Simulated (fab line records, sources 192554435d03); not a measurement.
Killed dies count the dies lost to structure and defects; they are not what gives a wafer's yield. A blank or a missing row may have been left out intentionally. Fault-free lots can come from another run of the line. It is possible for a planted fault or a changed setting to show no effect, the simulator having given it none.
fab line records	flow n5Finfet	part 2 of 2: steps 6 to 8 of 8
record: lots: 14	wafers: 42	lastDay: 17
route steps=1938 shown BEOL_M0_SAQP@635 BEOL_M4@1111
lots that met no fault: from a run of the same line without faults
startH: start of the lot's first displayed wafer, in hours after the record's first day	waitH: how many hours have passed since the lot's step before this one	" repeats the value in the row above	L1.1+2: a single row standing in for several wafers	- no value, or no start was given	* or withheld: withheld	< > ~ a bound
route shown NAME@n: a module of which the file shows steps, and the number in the route of the first	usual: mean/standard deviation taken from wafers without a fault	same: alike in all rows	chamber/n: place in a boat	sites: per-site readings	_std_site: the values' standard deviation	_edge_site: outer sites' mean less inner sites'	radiusMm: how far each site lies from the wafer's centre	mask NAME#n: copy n	behind: the last tool/chamber to shape the wafer	hold: what put the lot on hold/how long, in hours/how the hold closed	device: whichever transistor did not switch (one of n, p or np)	end of line: the same wafers' tests at the end of the route	for a step that has no rows: nothing shown but its recipe	killed: the dies lost at the first sort to structure and to defects; this is not the yield of the wafer	map: dies across one wafer; x = killed, . = not, _ = none there
set.NAME: setting as actually run; set.NAME@STEP: the setting as run at that earlier step	model.NAME: the simulator's own value behind a step, which no gauge read
the route's steps for a sample of lots (tables are steps, rows are wafers)
services: a tool's chamber out of use, with start hour (startH, from the record's first day; less than 0 if before it), hours out, and reason
== steps ==
step: N5_BEOL_M0_SAQP_MANDREL1_REMOVE_100
recipe: chemistry: HBr/Cl2/O2	btTimeS: 10	target: a-Si	stopOn: SiNx	endpoint: OES-SiCl	overEtchFrac: 0.85	icpW: 600	biasW: 30	HBr_flow_sccm: 150	Cl2_flow_sccm: 80	O2_flow_sccm: 5	pressureMtorr: 10
usual: chamberPressureMTorr: 9.999/0.01	drypumpMotorCurrentA: 5.7/0.58	oesProductAu: 1.003/0.024	throttleValvePct: 36.7/0.45
lot.wafer	tool	chamber	startH	waitH	chamberPressureMTorr	drypumpMotorCurrentA	oesProductAu	rfHoursCounterH	throttleValvePct
L479.2	rieSi-02	3	110.84	0.1	10.003	5.4	1.001	19	37.5
L479.5	"	2	"	"	10.025	5.3	0.964	-	37.1
L479.6	"	1	"	"	10.010	4.7	0.963	-	36.8
L482.1	rieSi-02	3	125.95	0.1	10.015	5.4	1.018	19	37.5
L482.4	"	0	"	"	9.991	5.9	1.022	179	36.1
L482.6	"	0	"	"	9.996	5.9	1.021	-	36.1
L483.1	rieSi-02	0	135.86	0.1	9.977	5.9	1.028	179	36.1
L483.3	"	2	"	"	9.998	5.3	0.951	64	37.2
L483.5	"	1	"	"	10.001	4.7	0.977	-	36.8
L485.1	rieSi-06	1	153.21	0.1	9.994	5.1	0.986	72	36.3
L485.2	"	2	"	"	9.985	6.0	1.002	62	36.3
L485.6	"	0	"	"	9.996	5.6	1.030	-	36.4
L486.3	rieSi-04	0	153.71	0.1	9.993	5.6	0.989	90	36.2
L486.5	"	3	"	"	10.001	6.7	1.000	-	37.3
L486.6	"	2	"	"	9.988	6.5	0.999	-	36.6
L487.1	rieSi-06	2	157.85	0.1	10.007	6.0	1.000	62	36.3
L487.3	"	1	"	"	9.987	5.1	0.985	72	36.3
L487.6	"	1	"	"	10.009	5.1	0.989	-	36.2
L488.2	rieSi-04	3	162.30	0.1	10.009	6.7	1.009	185	37.3
L488.5	"	3	"	"	9.984	6.7	1.021	-	37.3
L488.6	"	2	"	"	10.008	6.4	1.008	-	36.6
L490.2	rieSi-02	0	180.37	0.1	10.012	5.9	1.021	180	36.1
L490.4	"	2	"	"	10.004	5.3	0.960	64	37.2
L490.5	"	3	"	"	9.997	5.4	1.015	-	37.5
L494.1	rieSi-06	2	203.60	0.1	9.999	6.0	0.992	63	36.3
L494.2	"	0	"	"	10.016	5.6	1.039	178	36.3
L494.6	"	0	"	"	10.012	5.6	1.028	-	36.3
L496.2	rieSi-04	3	214.63	0.1	9.987	6.7	0.377	185	37.3
L496.4	"	1	"	"	10.000	5.9	0.384	52	37.0
L496.5	"	1	"	"	10.001	5.9	0.379	-	37.0
L497.2	rieSi-02	2	218.72	0.1	9.999	5.3	0.360	65	37.2
L497.4	"	1	"	"	9.985	4.7	0.371	143	36.8
L497.5	"	0	"	"	9.992	5.9	0.388	-	36.2
L499.3	rieSi-06	1	233.83	0.1	9.990	5.1	0.975	73	36.3
L499.5	"	3	"	"	10.015	6.6	1.026	-	36.6
L499.6	"	2	"	"	9.981	6.0	0.996	-	36.3
L501.1	rieSi-04	2	243.86	0.1	10.015	6.4	1.000	66	36.6
L501.4	"	2	"	"	10.003	6.4	0.996	-	36.6
L501.5	"	0	"	"	9.984	5.6	0.989	-	36.2
L502.3	rieSi-06	3	248.63	0.1	9.977	6.6	1.025	85	36.6
L502.4	"	2	"	"	10.008	6.0	0.997	64	36.3
L502.5	"	3	"	"	10.000	6.6	1.030	-	36.6
step: N5_BEOL_M0_SAQP_CD_MEAS_25
recipe: targetCdNm: 13.1	landingEnergyEv: 1000	detector: seInlens
usual: cdNm: 12.76/0.22
lot.wafer	tool	chamber	startH	waitH	cdNm
L479.2	cdSem-02	0	110.95	0.1	12.79
L479.5	"	0	"	"	12.57
L479.6	"	0	"	"	12.81
L482.1	cdSem-02	0	126.06	0.1	12.59
L482.4	"	0	"	"	12.73
L482.6	"	0	"	"	13.02
L483.1	cdSem-02	0	135.97	0.1	12.71
L483.3	"	0	"	"	13.03
L483.5	"	0	"	"	12.85
L485.1	cdSem-01	0	153.32	0.1	12.80
L485.2	"	0	"	"	12.75
L485.6	"	0	"	"	12.64
L486.3	cdSem-01	0	153.82	0.1	12.57
L486.5	"	0	"	"	13.08
L486.6	"	0	"	"	12.70
L487.1	cdSem-01	0	157.96	0.1	12.83
L487.3	"	0	"	"	13.14
L487.6	"	0	"	"	12.82
L488.2	cdSem-01	0	162.41	0.1	12.63
L488.5	"	0	"	"	13.29
L488.6	"	0	"	"	12.89
L490.2	cdSem-02	0	180.48	0.1	12.66
L490.4	"	0	"	"	12.99
L490.5	"	0	"	"	12.85
L494.1	cdSem-01	0	203.70	0.1	13.19
L494.2	"	0	"	"	12.47
L494.6	"	0	"	"	12.76
L496.2	cdSem-02	0	214.75	0.1	-
L496.4	"	0	"	"	-
L496.5	"	0	"	"	-
L497.2	cdSem-02	0	218.83	0.1	-
L497.4	"	0	"	"	-
L497.5	"	0	"	"	-
L499.3	cdSem-01	0	233.94	0.1	12.64
L499.5	"	0	"	"	12.82
L499.6	"	0	"	"	12.71
L501.1	cdSem-01	0	243.97	0.1	12.32
L501.4	"	0	"	"	12.19
L501.5	"	0	"	"	12.86
L502.3	cdSem-02	0	248.74	0.1	12.68
L502.4	"	0	"	"	12.72
L502.5	"	0	"	"	13.09
step: N5_BEOL_M4_RC_MEAS_101
usual: DIBL_N: 36.8/2.1	DIBL_P: 37.1/2.2	IOFF_N: 0.18/0.037	IOFF_P: 0.23/0.041	ION_N: 682/13	ION_P: 467/8.6	SS_N: 71.7/0.61	SS_P: 73.5/0.6	VT_N: 248/3.4	VT_P: -249/3.5
lot.wafer	tool	chamber	startH	waitH	DIBL_N[mV/V]	DIBL_P[mV/V]	IOFF_N[nA/um]	IOFF_P[nA/um]	ION_N[uA/um]	ION_P[uA/um]	SS_N[mV/dec]	SS_P[mV/dec]	VT_N[mV]	VT_P[mV]
L479.2	prober-01	0	165.44	0.2	35.8	36.0	0.16	0.24	689	488	71.3	73.0	246	-246
L479.5	"	0	"	"	36.0	36.6	0.16	0.24	682	473	71.6	73.7	248	-245
L479.6	"	0	"	"	37.5	38.2	0.18	0.26	693	484	71.4	73.5	246	-244
L482.1	prober-02	0	182.35	0.0	36.5	36.6	0.16	0.21	678	466	71.6	73.2	245	-252
L482.4	"	0	"	"	36.7	36.8	0.17	0.21	674	460	71.4	73.2	249	-250
L482.6	"	0	"	"	35.4	34.2	0.14	0.17	673	455	70.7	72.6	251	-252
L483.1	prober-02	0	188.83	0.0	32.2	32.8	0.13	0.18	668	461	70.8	72.8	250	-250
L483.3	"	0	"	"	32.3	32.7	0.13	0.18	678	466	70.5	72.8	253	-249
L483.5	"	0	"	"	34.1	34.5	0.16	0.21	683	470	71.5	73.6	248	-250
L485.1	prober-01	0	205.60	0.0	37.9	37.5	0.18	0.21	657	445	72.1	73.3	250	-250
L485.2	"	0	"	"	37.7	38.5	0.18	0.22	675	456	71.6	73.6	247	-253
L485.6	"	0	"	"	36.2	37.0	0.14	0.19	659	449	71.4	72.8	253	-251
L486.3	prober-02	0	208.32	0.3	37.2	37.9	0.22	0.30	689	476	71.4	74.1	240	-243
L486.5	"	0	"	"	38.1	38.0	0.22	0.31	677	473	72.2	73.8	242	-241
L486.6	"	0	"	"	37.9	38.0	0.22	0.30	686	475	72.5	73.9	241	-246
L487.1	prober-02	0	214.09	0.0	38.2	36.8	0.18	0.22	670	460	72.3	73.4	246	-249
L487.3	"	0	"	"	38.9	38.7	0.22	0.26	683	461	71.8	73.8	242	-247
L487.6	"	0	"	"	39.4	37.6	0.21	0.22	666	452	72.5	73.1	247	-252
L488.2	prober-01	0	216.09	0.2	38.1	37.8	0.21	0.24	690	473	71.3	73.8	245	-247
L488.5	"	0	"	"	37.7	37.0	0.20	0.24	691	479	72.4	73.3	244	-249
L488.6	"	0	"	"	38.8	39.0	0.20	0.26	689	472	71.8	73.7	248	-248
L490.2	prober-01	0	236.16	0.2	36.6	35.9	0.15	0.19	674	461	71.2	73.1	252	-253
L490.4	"	0	"	"	37.5	37.5	0.17	0.22	684	471	71.4	73.5	250	-250
L490.5	"	0	"	"	34.7	34.7	0.13	0.18	670	464	71.0	73.2	252	-253
L494.1	prober-02	0	261.03	0.0	36.6	37.9	0.17	0.22	674	456	72.2	73.4	246	-251
L494.2	"	0	"	"	36.9	39.6	0.19	0.25	692	473	71.8	74.1	243	-247
L494.6	"	0	"	"	35.4	36.9	0.15	0.20	673	465	71.9	74.0	248	-251
L499.3	prober-02	0	294.77	0.3	38.5	39.1	0.22	0.26	699	473	71.3	75.0	245	-248
L499.5	"	0	"	"	34.8	34.6	0.14	0.18	669	467	70.4	73.3	253	-249
L499.6	"	0	"	"	36.3	36.2	0.18	0.21	696	472	70.7	73.9	247	-251
L501.1	prober-01	0	296.41	0.0	35.1	37.3	0.16	0.20	677	466	70.8	72.6	249	-250
L501.4	"	0	"	"	35.8	37.5	0.16	0.20	684	464	71.4	73.9	250	-250
L501.5	"	0	"	"	37.7	41.0	0.22	0.26	690	468	71.8	74.3	247	-248
L502.3	prober-01	0	306.84	0.3	36.3	35.6	0.15	0.20	679	466	71.5	73.2	249	-251
L502.4	"	0	"	"	38.0	38.2	0.18	0.25	682	469	72.5	74.5	248	-249
L502.5	"	0	"	"	37.9	38.1	0.18	0.24	688	469	71.8	73.6	249	-247
== services ==
tool	chamber	startH	hours	kind
rieDiel-01	-	98.69	2.8	pm
rieDiel-01	1	103.37	4.6	repair
rieSi-02	-	106.70	0.2	repair
rieDiel-04	0	115.51	14.2	repair
rieSi-06	2	121.47	3.3	repair
pecvd-04	-	143.82	1.3	repair
pecvd-02	-	146.03	14.6	pm
rieSi-04	1	146.28	10.1	repair
pecvd-04	-	147.50	1.4	repair
rieDiel-04	1	160.42	8.4	repair
rieDiel-04	-	161.90	4.3	pm
rieDiel-01	0	169.35	-	clean
rieDiel-01	0	169.35	-	consumableReplace:focusRing
rieDiel-01	0	169.35	15.3	scheduledDown
rieDiel-01	0	169.35	15.3	ventCycle
rieSi-06	0	180.74	6.8	repair
rieDiel-04	2	186.18	3.8	repair
rieSi-04	0	189.61	1.5	repair
pecvd-03	-	191.07	6.0	pm
rieDiel-05	1	199.14	22.3	repair
rieDiel-04	-	219.11	0.4	repair
pecvd-03	-	237.63	2.8	pm
pecvd-03	-	242.42	0.2	repair
pecvd-04	-	245.96	0.8	repair
== key ==
firstSign: step: N5_BEOL_M0_SAQP_HM_OPEN_112	reading: toolRecord	direction: missing
effect: step: N5_BEOL_M0_SAQP_MANDREL_ETCH_20	reading: oesProductAu	direction: down	sigmas: 31	usual: 0.777	struck: 0.328
effect: step: N5_BEOL_M0_SAQP_MANDREL1_REMOVE_100	reading: oesProductAu	direction: down	sigmas: 26	usual: 1.003	struck: 0.377
effect: step: N5_BEOL_M0_SAQP_CD_MEAS_25	reading: cdNm	direction: missing
metAt N5_BEOL_M0_SAQP_HM_OPEN_112
struckLots L496,L497
laterRowsLeftOut L496.2,L496.4,L496.5,L497.2,L497.4,L497.5
sortLeftOut L496.2,L496.4,L496.5,L497.2,L497.4,L497.5
notActingAt N5_BEOL_M0_SAQP_PECVD_03,N5_BEOL_M0_SAQP_PECVD_97,N5_BEOL_M0_SAQP_DESCUM_19
onsetBetween 202.19 213.17
fault: kind: skippedStepWhole	tool: rieDiel-01	chamber: -	onsetH: 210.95	steps: N5_BEOL_M0_SAQP_HM_OPEN_112	scope: struckLotsOnly
sortLeftOut: the simulated sort isn't trusted on such a fault, so these wafers' sort isn't shown, and their yield isn't known
laterRowsLeftOut: the simulator's readings of these wafers behind a module that went badly wrong aren't trusted and aren't shown, but for the sort
